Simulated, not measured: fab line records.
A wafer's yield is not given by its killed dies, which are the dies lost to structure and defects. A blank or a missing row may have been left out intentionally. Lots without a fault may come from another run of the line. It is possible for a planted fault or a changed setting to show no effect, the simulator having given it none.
fab line records	flow n5Finfet
record lots=9	wafers=24	lastDay=17
route steps=1938 shown BEOL_M3@932 BEOL_M4@1111 PASSIVATION@1936
lots untouched by any fault: they come from a run of this same line in which no faults occurred
startH: the number of hours between the record's first day and the start of the first shown wafer of the lot	waitH: hours from the lot's prior step to this one	" same as the row above	L1.1+2: a single row standing in for several wafers	- no value, or no start given	* or withheld: withheld	< > ~ a bound
route shown NAME@n: NAME is a module with steps in the file, n the number in the route of the first one	usual: mean and standard deviation over wafers with no fault	same: alike in all rows	chamber/n: place in a boat	sites: each site's reading	_std_site: the standard deviation of these	_edge_site: outer sites' mean less inner sites'	radiusMm: how far each site lies from the wafer's centre	mask NAME#n: copy n	behind: the most recent tool/chamber to have shaped the wafer	hold: the reason the lot was held/the length of the hold in hours/how it ended	device: names the non-switching transistor (n, p or np)	end of line: the tests these same wafers got at the end of their route	where a step has no rows: the recipe by itself	killed: dies lost to structure and defects at the first sort, not the wafer's yield	map: a wafer's dies, marking killed ones x, the rest . and places with no die _
set.NAME: the setting that was run; set.NAME@STEP: the one run at that earlier step	model.NAME: the simulator's own value behind a step, which no gauge read
one table for each step of the route and one row for each wafer, over a sample of lots
services: the hour from which a tool's chamber was out of use, counted from the record's first day as startH (under 0 if before that day), plus the number of hours and why
## steps
# step N5_BEOL_M3_THK_MEAS_01
# recipe reads=SiOC_of_BEOL_M3_ILD_DEP_00
# usual M3_ILD_THK=79.2/0.96
lot.wafer	tool	chamber	startH	waitH	M3_ILD_THK[nm]
L223.1	filmMetro-01	-	140.65	0.0	77.3
L223.3	"	-	"	"	78.7
L223.6	"	-	"	"	78.5
L224.1	filmMetro-01	-	154.12	0.0	78.3
L224.3	"	-	"	"	77.8
L224.6	"	-	"	"	78.6
L227.1	filmMetro-02	-	179.99	0.0	79.5
L227.2	"	-	"	"	80.1
L227.5	"	-	"	"	81.0
L231.1	filmMetro-01	-	187.05	0.0	78.2
L231.2	"	-	"	"	78.3
L231.5	"	-	"	"	78.7
L233.1	filmMetro-01	-	193.85	0.0	78.0
L233.2	"	-	"	"	78.6
L233.3	"	-	"	"	77.9
L239.1	filmMetro-01	-	238.43	0.0	79.2
L239.4	"	-	"	"	79.3
L240.1	filmMetro-02	-	239.28	0.0	77.8
L240.6	"	-	"	"	79.1
L243.3	filmMetro-01	-	264.71	0.1	80.0
L243.4	"	-	"	"	80.1
L246.1	filmMetro-02	-	281.91	0.0	79.3
L246.2	"	-	"	"	80.5
L246.5	"	-	"	"	80.3
# step N5_BEOL_M3_HM_DEP_02
# recipe material=TiN	targetThkA=200	tempC=25	chamberPressurePa=0.49996
# usual throttleValvePct=30.4/1
lot.wafer	tool	chamber	startH	waitH	throttleValvePct
L223.1	pvdSputter-01	-	141.54	0.8	31.0
L223.3	"	-	"	"	31.7
L223.6	"	-	"	"	31.2
L224.1	pvdSputter-01	-	154.87	0.7	31.6
L224.3	"	-	"	"	31.2
L224.6	"	-	"	"	31.5
L227.1	pvdSputter-02	-	182.22	2.2	29.1
L227.2	"	-	"	"	30.3
L227.5	"	-	"	"	29.8
L231.1	pvdSputter-01	-	188.13	1.0	31.2
L231.2	"	-	"	"	31.7
L231.5	"	-	"	"	31.3
L233.1	pvdSputter-01	-	195.08	1.2	31.6
L233.2	"	-	"	"	30.9
L233.3	"	-	"	"	29.6
L239.1	pvdSputter-01	-	238.76	0.3	29.5
L239.4	"	-	"	"	31.1
L240.1	pvdSputter-01	-	239.45	0.1	31.6
L240.6	"	-	"	"	30.9
L243.3	pvdSputter-01	-	266.25	1.5	29.6
L243.4	"	-	"	"	31.0
L246.1	pvdSputter-02	-	282.75	0.8	29.8
L246.2	"	-	"	"	30.2
L246.5	"	-	"	"	30.3
# step N5_BEOL_M3_OVL_MEAS_29
# recipe pointsPerWafer=522
# usual V2_OVL=-0.4/0.78
# same pointsPerWafer=522
lot.wafer	tool	chamber	startH	waitH	V2_OVL[nm]
L223.1	overlay-01	0	143.41	0.0	-0.1
L223.3	"	0	"	"	-0.9
L223.6	"	0	"	"	-1.0
L224.1	overlay-01	0	156.31	0.0	-0.3
L224.3	"	0	"	"	0.1
L224.6	"	0	"	"	-1.5
L227.1	overlay-01	0	183.51	0.0	-0.5
L227.2	"	0	"	"	-2.1
L227.5	"	0	"	"	-0.3
L231.1	overlay-01	0	189.71	0.0	0.7
L231.2	"	0	"	"	0.0
L231.5	"	0	"	"	0.9
L233.1	overlay-01	0	196.66	0.0	0.3
L233.2	"	0	"	"	-0.4
L233.3	"	0	"	"	0.2
L239.1	overlay-02	0	240.05	0.0	0.2
L239.4	"	0	"	"	-0.3
L240.1	overlay-02	0	240.74	0.0	-2.4
L240.6	"	0	"	"	-0.9
L243.3	overlay-02	0	267.73	0.0	-0.7
L243.4	"	0	"	"	0.5
L246.1	overlay-01	0	284.31	0.0	0.0
L246.2	"	0	"	"	0.3
L246.5	"	0	"	"	-0.1
# step N5_BEOL_M3_ETCHBACK_99
# recipe chemistry=CHF3	target=SiO2	targetDepthA=50	timeS=10.4	sourceW=215	biasW=47	Ar_flow_sccm=200	CHF3_flow_sccm=12	ionEnergyEv=100	pressureMtorr=30
# usual drypumpMotorCurrentA=5.5/0.51	oesProductAu=0.80/0.1	rfVppV=239/4.1	showerheadPlenumPTorr=2.16/0.083	throttleValvePct=17.01/0.24
# same timeS=10.4
lot.wafer	tool	chamber	startH	waitH	drypumpMotorCurrentA	oesProductAu	rfHoursCounterH	rfVppV	showerheadPlenumPTorr	throttleValvePct
L223.1	rieDiel-04	0	143.81	0.1	5.4	0.99	3	241	2.11	16.77
L223.3	"	1	"	"	5.1	0.70	237	240	2.21	17.07
L223.6	"	0	"	"	5.4	0.99	-	240	2.11	16.78
L224.1	rieDiel-02	2	157.41	0.4	5.1	0.71	198	246	2.15	17.02
L224.3	"	3	"	"	5.0	0.89	34	238	2.11	17.04
L224.6	"	3	"	"	5.0	0.88	-	237	2.11	17.04
L227.1	rieDiel-02	2	185.21	1.3	5.1	0.71	207	246	2.14	17.03
L227.2	"	0	"	"	6.5	0.68	250	230	2.21	16.98
L227.5	"	1	"	"	5.6	0.74	-	237	2.25	17.28
L231.1	rieDiel-04	3	191.36	0.3	5.9	0.69	217	239	2.02	17.33
L231.2	"	0	"	"	5.4	0.93	19	240	2.11	16.80
L231.5	"	0	"	"	5.4	0.93	-	241	2.11	16.81
L233.1	rieDiel-01	3	197.52	0.3	5.7	0.69	200	234	2.22	17.05
L233.2	"	0	"	"	5.3	0.83	84	244	2.26	17.01
L233.3	"	1	"	"	6.0	1.00	6	244	2.12	16.54
L239.1	rieDiel-04	1	242.95	2.5	5.1	0.95	14	240	2.20	16.64
L239.4	"	2	"	"	4.7	0.35	44	242	2.30	16.92
L240.1	rieDiel-02	3	243.11	1.9	4.9	0.84	62	238	2.10	17.09
L240.6	"	3	"	"	4.9	0.33	-	236	2.10	17.07
L243.3	rieDiel-02	3	269.29	1.3	4.9	0.83	70	236	2.09	17.11
L243.4	"	3	"	"	5.0	0.31	-	237	2.09	17.06
L246.1	rieDiel-04	1	286.48	1.9	5.1	0.93	26	238	2.19	16.67
L246.2	"	3	"	"	5.9	0.68	246	238	2.01	17.41
L246.5	"	2	"	"	4.8	0.85	-	240	2.29	16.98
# step N5_BEOL_M3_TRENCH_ETCH_37
# recipe chemistry=C4F6/O2	targetDepthA=555.55	target=SiOC	timeS=29.2	ionEnergyEv=250	pressureMtorr=30	sourceW=355	biasW=185	Ar_flow_sccm=300	C4F6_flow_sccm=10	O2_flow_sccm=10
# usual C4F6_flow_sccm=9.996/0.029	drypumpMotorCurrentA=5.5/0.5	oesProductAu=0.80/0.1	rfVppV=660/11	showerheadPlenumPTorr=2.86/0.1	throttleValvePct=20.80/0.23
# same timeS=29.2
lot.wafer	tool	chamber	startH	waitH	C4F6_flow_sccm	drypumpMotorCurrentA	oesProductAu	rfHoursCounterH	rfVppV	showerheadPlenumPTorr	throttleValvePct
L223.1	rieDiel-04	0	-	-	9.982	5.4	0.99	3	666	2.80	20.61
L223.3	"	1	"	"	9.953	5.1	0.70	237	663	2.91	20.79
L223.6	"	0	"	"	9.989	5.4	0.98	-	668	2.80	20.60
L224.1	rieDiel-02	2	-	-	10.008	5.1	0.71	198	679	2.84	20.77
L224.3	"	3	"	"	9.983	4.9	0.89	34	656	2.79	20.87
L224.6	"	3	"	"	9.960	5.0	0.87	-	656	2.79	20.88
L227.1	rieDiel-02	2	-	-	9.986	5.1	0.70	207	680	2.84	20.77
L227.2	"	0	"	"	10.003	6.5	0.68	250	640	2.91	20.71
L227.5	"	1	"	"	10.044	5.6	0.74	-	659	2.97	21.04
L231.1	rieDiel-04	3	-	-	10.014	5.9	0.70	218	661	2.68	21.08
L231.2	"	0	"	"	9.972	5.4	0.92	19	667	2.79	20.63
L231.5	"	0	"	"	9.909	5.4	0.92	-	666	2.79	20.61
L233.1	rieDiel-01	3	-	-	10.002	5.7	0.69	200	646	2.93	20.83
L233.2	"	0	"	"	9.975	5.3	0.84	84	667	2.99	20.80
L233.3	"	1	"	"	10.012	6.0	0.99	6	674	2.80	20.32
L239.1	rieDiel-04	1	-	-	9.993	5.1	0.95	14	663	2.90	20.48
L239.4	"	2	"	"	10.016	4.7	0.88	44	663	3.03	20.78
L240.1	rieDiel-02	3	-	-	9.967	5.0	0.84	62	656	2.78	20.92
L240.6	"	3	"	"	9.983	5.0	0.84	-	655	2.78	20.92
L243.3	rieDiel-02	3	-	-	9.962	5.0	0.84	70	656	2.77	20.95
L243.4	"	3	"	"	9.984	5.0	0.83	-	655	2.77	20.94
L246.1	rieDiel-04	1	-	-	9.977	5.1	0.92	26	662	2.90	20.48
L246.2	"	3	"	"	10.031	5.9	0.68	246	663	2.67	21.12
L246.5	"	2	"	"	10.041	4.7	0.86	-	666	3.02	20.78
# step N5_BEOL_M3_OCD_MEAS_38
# usual trenchDepthNm=55.7/1.1
lot.wafer	tool	chamber	startH	waitH	trenchDepthNm
L223.1	ocd-02	-	144.20	-	56.7
L223.3	"	-	"	"	54.9
L223.6	"	-	"	"	55.7
L224.1	ocd-02	-	157.80	-	54.5
L224.3	"	-	"	"	56.1
L224.6	"	-	"	"	54.6
L227.1	ocd-02	-	185.60	-	53.7
L227.2	"	-	"	"	55.1
L227.5	"	-	"	"	55.2
L231.1	ocd-01	-	191.75	-	54.6
L231.2	"	-	"	"	56.3
L231.5	"	-	"	"	56.0
L233.1	ocd-02	-	197.91	-	56.1
L233.2	"	-	"	"	57.4
L233.3	"	-	"	"	58.2
L239.1	ocd-02	-	243.34	-	56.9
L239.4	"	-	"	"	2.3
L240.1	ocd-02	-	243.50	-	55.5
L240.6	"	-	"	"	1.6
L243.3	ocd-02	-	269.68	-	56.4
L243.4	"	-	"	"	0.2
L246.1	ocd-02	-	286.87	-	57.2
L246.2	"	-	"	"	54.4
L246.5	"	-	"	"	57.1
# step N5_BEOL_M3_CD_MEAS_35
# recipe targetCdNm=18	targetCdYNm=21	polarity=opening
# usual cdNm=18.1/0.34
lot.wafer	tool	chamber	startH	waitH	cdNm
L223.1	cdSem-02	-	144.37	0.0	18.0
L223.3	"	-	"	"	17.5
L223.6	"	-	"	"	17.9
L224.1	cdSem-03	-	157.96	0.0	17.8
L224.3	"	-	"	"	17.8
L224.6	"	-	"	"	18.5
L227.1	cdSem-02	-	185.75	0.0	17.8
L227.2	"	-	"	"	18.0
L227.5	"	-	"	"	18.0
L231.1	cdSem-01	-	191.90	0.0	18.6
L231.2	"	-	"	"	18.2
L231.5	"	-	"	"	18.2
L233.1	cdSem-01	-	198.07	0.0	18.2
L233.2	"	-	"	"	18.7
L233.3	"	-	"	"	18.0
L239.1	cdSem-02	-	243.49	0.0	18.7
L239.4	"	-	"	"	-
L240.1	cdSem-01	-	243.66	0.0	18.1
L240.6	"	-	"	"	-
L243.3	cdSem-01	-	269.85	0.0	18.4
L243.4	"	-	"	"	-
L246.1	cdSem-03	-	287.02	0.0	18.3
L246.2	"	-	"	"	17.3
L246.5	"	-	"	"	18.7
# step N5_BEOL_M3_THK_MEAS_53
# recipe thkMeasGauge=xrf	reads=Cu_of_BEOL_M3_ECD_50
# usual M3_THK=39.9/1.4
lot.wafer	tool	chamber	startH	waitH	M3_THK[nm]
L223.1	filmMetro-01	-	149.21	-	38.7
L223.3	"	-	"	"	39.7
L223.6	"	-	"	"	41.2
L224.1	filmMetro-01	-	161.47	0.2	39.6
L224.3	"	-	"	"	37.5
L224.6	"	-	"	"	39.5
L227.1	filmMetro-01	-	189.20	-	40.7
L227.2	"	-	"	"	41.6
L227.5	"	-	"	"	42.9
L231.1	filmMetro-02	-	195.54	-	38.7
L231.2	"	-	"	"	38.7
L231.5	"	-	"	"	40.2
L233.1	filmMetro-01	-	202.34	-	38.9
L233.2	"	-	"	"	40.3
L233.3	"	-	"	"	38.9
L239.1	filmMetro-01	-	247.18	-	42.5
L239.4	"	-	"	"	-
L240.1	filmMetro-01	-	248.33	-	38.3
L240.6	"	-	"	"	-
L243.3	filmMetro-01	-	273.50	-	41.4
L243.4	"	-	"	"	-
L246.1	filmMetro-02	-	290.59	-	39.3
L246.2	"	-	"	"	40.6
L246.5	"	-	"	"	40.9
# step N5_BEOL_M4_RC_MEAS_101
# usual DIBL_N=35.8/1.8	DIBL_P=35.6/2	IOFF_N=0.148/0.028	IOFF_P=0.20/0.034	ION_N=672/12	ION_P=462/8.5	SS_N=71.2/0.65	SS_P=73.1/0.67	VT_N=251/3.3	VT_P=-251/3.8
lot.wafer	tool	chamber	startH	waitH	DIBL_N[mV/V]	DIBL_P[mV/V]	IOFF_N[nA/um]	IOFF_P[nA/um]	ION_N[uA/um]	ION_P[uA/um]	SS_N[mV/dec]	SS_P[mV/dec]	VT_N[mV]	VT_P[mV]
L223.1	prober-02	0	159.17	0.0	34.6	35.2	0.150	0.16	674	449	71.1	72.6	252	-258
L223.3	"	0	"	"	32.9	34.3	0.119	0.15	660	454	70.7	72.5	253	-257
L223.6	"	0	"	"	34.0	36.4	0.145	0.17	677	459	71.5	73.4	251	-255
L224.1	prober-01	0	170.97	0.0	37.7	38.6	0.156	0.22	647	451	72.1	73.9	252	-247
L224.3	"	0	"	"	36.9	36.7	0.151	0.20	672	461	70.9	72.5	252	-248
L224.6	"	0	"	"	36.8	37.4	0.145	0.21	674	464	70.4	73.5	250	-248
L227.1	prober-01	0	199.23	0.0	36.3	37.7	0.161	0.19	686	464	71.5	72.9	250	-256
L227.2	"	0	"	"	35.4	38.2	0.152	0.20	674	463	71.5	72.6	252	-254
L227.5	"	0	"	"	36.7	37.9	0.165	0.19	671	461	71.0	73.1	250	-256
L231.1	prober-01	0	204.22	0.0	33.9	31.6	0.107	0.17	652	459	70.5	72.6	255	-251
L231.2	"	0	"	"	36.2	35.5	0.157	0.23	682	474	71.4	73.2	250	-246
L231.5	"	0	"	"	36.4	35.4	0.153	0.22	667	462	71.6	73.1	250	-247
L233.1	prober-01	0	221.50	0.0	38.0	37.4	0.178	0.21	676	456	71.5	73.8	252	-254
L233.2	"	0	"	"	34.9	34.3	0.117	0.17	656	454	71.0	73.0	255	-252
L233.3	"	0	"	"	33.6	32.3	0.105	0.14	661	450	69.8	72.1	255	-256
L239.1	prober-01	0	262.51	0.0	37.7	38.3	0.189	0.22	685	463	71.8	74.0	249	-252
L240.1	prober-02	0	264.20	0.0	38.4	39.2	0.153	0.18	669	448	71.5	74.0	255	-254
L243.3	prober-02	0	283.24	0.3	36.4	33.2	0.145	0.16	671	454	71.8	73.0	253	-257
L246.1	prober-02	0	310.71	0.0	34.5	34.1	0.145	0.19	673	471	70.7	72.4	249	-249
L246.2	"	0	"	"	35.1	35.6	0.163	0.21	687	470	70.5	72.9	246	-247
L246.5	"	0	"	"	35.3	35.2	0.164	0.21	692	469	70.9	72.9	247	-247
# step N5_PASSIVATION_PROBE_49
# usual defectLimitedYield=91.3/1.5	killed_at_M0_to_M3=34/11	killed_at_M4_up=14/6.1	killedAtContacts=12/5.9	killedAtFrontEnd=39/11	killedAtOther=4/3.3	killedDies=102/18	killedOnRim=13/3.8	killedOpen=67/13	killedShort=33/7.9	sort_bin_5_function=5.1/1	sort_bin_6_memory=3.3/0.7	sortNPass=1077/19	sortYieldPct=91.3/1.6
# same grossDies=1180	killedAtBackSide=0	sort_bin_4_leakage[%]=0	sort_bin_8_speed[%]=0
lot.wafer	tool	chamber	startH	waitH	defectLimitedYield[%]	killed_at_M0_to_M3	killed_at_M4_up	killedAtContacts	killedAtFrontEnd	killedAtOther	killedDies	killedOnRim	killedOpen	killedShort	sort_bin_5_function[%]	sort_bin_6_memory[%]	sortNPass	sortYieldPct[%]
L240.1	prober-01	-	370.04	0.0	90.8	34	14	12	43	5	108	20	61	46	4.3	4.3	1072	90.8
L240.6	prober-01	-	370.29	0.3	1.9	1087	20	15	32	3	1157	150	73	32	93.6	4.2	23	1.9
L239.1	prober-02	-	376.29	0.0	88.8	15	30	33	45	9	132	21	83	42	7.0	3.5	1048	88.8
L239.4	prober-02	-	376.44	0.2	2.6	1072	14	6	56	1	1149	152	83	38	93.9	3.2	31	2.6
L243.3	prober-02	-	386.02	0.1	92.5	19	25	16	25	4	89	11	61	28	4.5	2.7	1091	92.5
L243.4	prober-02	-	386.07	0.2	0.1	1109	11	27	30	2	1179	152	77	22	96.6	3.1	1	0.1
# killed by level:class
L240.1 FIN_SAQP:geometricParticle:short=16 BEOL_M0_SAQP:geometricParticle:open=11 BEOL_M0_SAQP:geometricParticle:short=9 DUMMY_GATE:geometricParticle:open=7 MOL_CONTACT_COAG:geometricParticle:open=7 FIN_SAQP:geometricParticle:open=6 MOL_CONTACT_COAG:geometricParticle:short=5 BEOL_M2:geometricParticle:open=5
L240.6 BEOL_M3:areaOpen=1052 MOL_CONTACT_COAG:geometricParticle:open=13 FIN_SAQP:geometricParticle:short=9 BEOL_M1:geometricParticle:open=8 BEOL_M0_SAQP:geometricParticle:open=7 FIN_SAQP:geometricParticle:open=6 BEOL_M2:geometricParticle:open=6 BEOL_M0_SAQP:geometricParticle:short=5
L239.1 MOL_CONTACT_COAG:geometricParticle:open=23 MOL_CONTACT_COAG:geometricParticle:short=10 BEOL_M4:geometricParticle:open=10 FIN_SAQP:geometricParticle:short=9 STI_FIN_REVEAL:geometricParticle:open=9 DUMMY_GATE:geometricParticle:open=8 BEOL_M2:geometricParticle:open=7 FIN_SAQP:geometricParticle:open=6
L239.4 BEOL_M3:areaOpen=1026 STI_FIN_REVEAL:geometricParticle:open=23 BEOL_M2:geometricParticle:open=11 STI_FIN_REVEAL:geometricParticle:short=9 BEOL_M3:geometricParticle:open=9 FIN_SAQP:geometricParticle:short=8 BEOL_M4:geometricParticle:open=8 FIN_SAQP:geometricParticle:open=6
L243.3 BEOL_M4:geometricParticle:open=15 MOL_CONTACT_COAG:geometricParticle:open=11 FIN_SAQP:geometricParticle:open=7 BEOL_M3:geometricParticle:open=7 FIN_SAQP:geometricParticle:short=5 MOL_CONTACT_COAG:geometricParticle:short=5 BEOL_M0_SAQP:geometricParticle:open=3 BEOL_M1:geometricParticle:open=3
L243.4 BEOL_M3:areaOpen=1080 MOL_CONTACT_COAG:geometricParticle:open=23 FIN_SAQP:geometricParticle:open=14 BEOL_M1:geometricParticle:open=10 BEOL_M0_SAQP:geometricParticle:open=8 BEOL_M4:geometricParticle:open=7 MOL_CONTACT_COAG:geometricParticle:short=4 BEOL_M0_SAQP:geometricParticle:short=4
## services
tool	chamber	startH	hours	kind
rieDiel-01	1	151.64	-	clean
rieDiel-01	1	151.64	-	consumableReplace:focusRing
rieDiel-01	1	151.64	17.7	scheduledDown
rieDiel-01	1	151.64	17.7	ventCycle
rieDiel-04	1	178.16	-	clean
rieDiel-04	1	178.16	-	consumableReplace:focusRing
rieDiel-04	1	178.16	17.2	scheduledDown
rieDiel-04	1	178.16	17.2	ventCycle
rieDiel-02	0	185.57	-	clean
rieDiel-02	0	185.57	-	consumableReplace:focusRing
rieDiel-02	0	185.57	15.5	scheduledDown
rieDiel-02	0	185.57	15.5	ventCycle
rieDiel-01	1	187.31	5.4	repair
rieDiel-02	0	227.10	2.8	repair
rieDiel-02	1	264.14	12.0	repair
## key
firstSign step=N5_BEOL_M3_ETCHBACK_99	reading=oesProductAu	direction=down	sigmas=4.6	usual=0.80	struck=0.33
effect step=N5_BEOL_M3_OCD_MEAS_38	reading=trenchDepthNm	direction=down	sigmas=48	usual=55.7	struck=1.4
effect step=N5_BEOL_M3_CD_MEAS_35	reading=cdNm	direction=missing
effect step=N5_BEOL_M3_THK_MEAS_53	reading=M3_THK	direction=missing
effect step=N5_PASSIVATION_PROBE_49	reading=killed_at_M0_to_M3	direction=up	sigmas=94	usual=34	struck=1089
moreKillsBornAt N5_BEOL_M3_HM_OPEN_17@rieMetal-03=2078	N5_BEOL_M3_HM_OPEN_17@rieMetal-01=1080
metAt N5_BEOL_M3_HM_DEP_02
struckLots L239,L240,L243
struckWafers L239.4,L240.6,L243.4
laterRowsLeftOut L239.4,L240.6,L243.4
notActingAt N5_BEOL_M3_THK_MEAS_01,N5_BEOL_M3_OVL_MEAS_29,N5_BEOL_M3_TRENCH_ETCH_37
onsetBetween 195.08 238.76
fault kind=processParameterDrift	tool=pvdSputter-01	chamber=-	onsetH=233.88	steps=N5_BEOL_M3_HM_DEP_02	channel=targetThkA	offset=*	shape=step	endH=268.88	scope=struckWafersOnly	actsIn=*	stated=*
# laterRowsLeftOut: the simulator's readings of these wafers behind a module that went badly wrong aren't trusted and aren't shown, but for the sort
